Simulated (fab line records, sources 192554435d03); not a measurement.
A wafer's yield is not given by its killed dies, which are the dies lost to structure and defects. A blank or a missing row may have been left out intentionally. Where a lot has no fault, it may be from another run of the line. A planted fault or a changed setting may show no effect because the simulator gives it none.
Comparing a struck lot with a sound one + flow n5_finfet + 20 out of 1938 route steps
Sound: wafers L569.1, L569.2, L569.4. Struck: wafers L575.1, L575.3, L575.5. The cause is named last.
Per side, at each step with rows, come the tool, then ch with its chambers, and then its first start. Under that, the readings that differ: sound wafers + struck wafers + difference of the means + sigmas: that difference in standard deviations of wafers without a fault.
alike: readings whose means differ by less than 2 such deviations, and words and numbers that are the same on both sides. not compared: withheld readings, readings that some wafer has no value for, bounds like >300 that may hide the same value, and numbers for which the record gives no deviation and whose values overlap.
A row with sigmas, a row that says differs or no value, or rows on one side alone: a step with any of these is where the two part. When numbers do not overlap yet have no deviation, they are printed without sigmas and do not part them. A reading that every wafer of one side lacks parts them only if that side has two wafers or more.

first, 8 steps without rows for these wafers: N5_BEOL_M12_DESCUM_15 (chemistry O2, time 7.9 s); N5_BEOL_M12_ETCH_59 (etches BARC in N2/H2, target depth 89 nm, overetch 26.7 nm, time 67.9 s); N5_BEOL_M12_VIA_ETCH_16 (etches SiOC in C4F8/O2/Ar, target depth 724.8 nm); N5_BEOL_M12_STRIP_63 (strips in N2/H2); N5_BEOL_M12_STRIP_64 (strips in N2/H2); N5_BEOL_M12_STRIP_71 (strips in post etch residue remover, time 60 s); N5_BEOL_M12_SRD_72 (time 30 s, dry time 30 s); N5_BEOL_M12_COAT_65 (time 60 s, resist thk 300 nm).
N5_BEOL_M12_COAT_66: time 60 s, resist thk 110 nm.
  sound on litho_track-03 ch 0, day 14 11:55; struck on litho_track-03 ch 0, day 15 04:07
| reading                                     | sound                | struck               | difference | sigmas      |
|---------------------------------------------|----------------------|----------------------|------------|-------------|
| spin_speed_rpm (rpm)                        | 1500.6 1499.9 1500.4 | 1594.4 1594.8 1595.1 | +94.5      | +99 or more |
| model.SiARC_of_BEOL_M12_COAT_66.thk_nm (nm) | 109.6 110 109.8      | 107 106.8 107        | -3         |             |
  alike: chill_plate_temp_C, plate_temp_C
then, 8 steps without rows for these wafers: N5_BEOL_M12_COAT_22 (resist thk 300 nm); N5_BEOL_M12_EBR_24; N5_BEOL_M12_SOFTBAKE_23 (time 60 s); N5_BEOL_M12_EXPOSE_25 (exposes mask M12); N5_BEOL_M12_PEB_26 (peb time 90 s); N5_BEOL_M12_DEVELOP_27 (develop time 45 s); N5_BEOL_M12_HARDBAKE_32 (time 120 s); N5_BEOL_M12_DESCUM_33 (chemistry O2, time 7.9 s).
N5_BEOL_M12_ETCH_67: etches SiARC in CF4, target depth 143 nm, time 238.3 s.
  sound on rie_diel-03 ch 1,2,3, day 14 12:20; struck on rie_diel-03 ch 1,2, day 15 04:44
| reading                                    | sound             | struck            | difference | sigmas |
|--------------------------------------------|-------------------|-------------------|------------|--------|
| model.etch.depth_nm (nm)                   | 109.6 109.9 109.8 | 107.1 106.8 106.9 | -2.8       |        |
| model.coat_of_BEOL_M12_COAT_22.thk_nm (nm) | 213.4 213 213     | 214.2 214.2 215.4 | +1.5       |        |
  alike: drypump_motor_current_A, etch_rf_on_time_s, oes_product_au, rf_vpp_V, showerhead_plenum_p_Torr, throttle_valve_pct
  not compared: rf_hours_counter_h
N5_BEOL_M12_ETCH_68: etches SOC in N2/H2, time 285 s.
  sound on rie_diel-03 ch 1,2,3, day 14 12:29; struck on rie_diel-03 ch 1,2,3, day 15 04:53
| reading                                     | sound        | struck         | difference | sigmas |
|---------------------------------------------|--------------|----------------|------------|--------|
| model.SiARC_of_BEOL_M12_COAT_66.thk_nm (nm) | 85 85.4 85.2 | 82.6 82.4 82.4 | -2.7       |        |
  alike: drypump_motor_current_A, oes_product_au, rf_vpp_V, showerhead_plenum_p_Torr, throttle_valve_pct
  not compared: rf_hours_counter_h
then, 1 step without rows for these wafers: N5_BEOL_M12_STRIP_69 (strips in N2/H2).

== WHERE THEY PART ==
Only at N5_BEOL_M12_COAT_66, within this record. Later steps at which nothing parts them and some readings are alike: N5_BEOL_M12_ETCH_67, N5_BEOL_M12_ETCH_68.

WHY: whatever the simulator had introduced
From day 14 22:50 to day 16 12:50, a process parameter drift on litho_track-03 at N5_BEOL_M12_COAT_66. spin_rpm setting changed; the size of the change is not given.
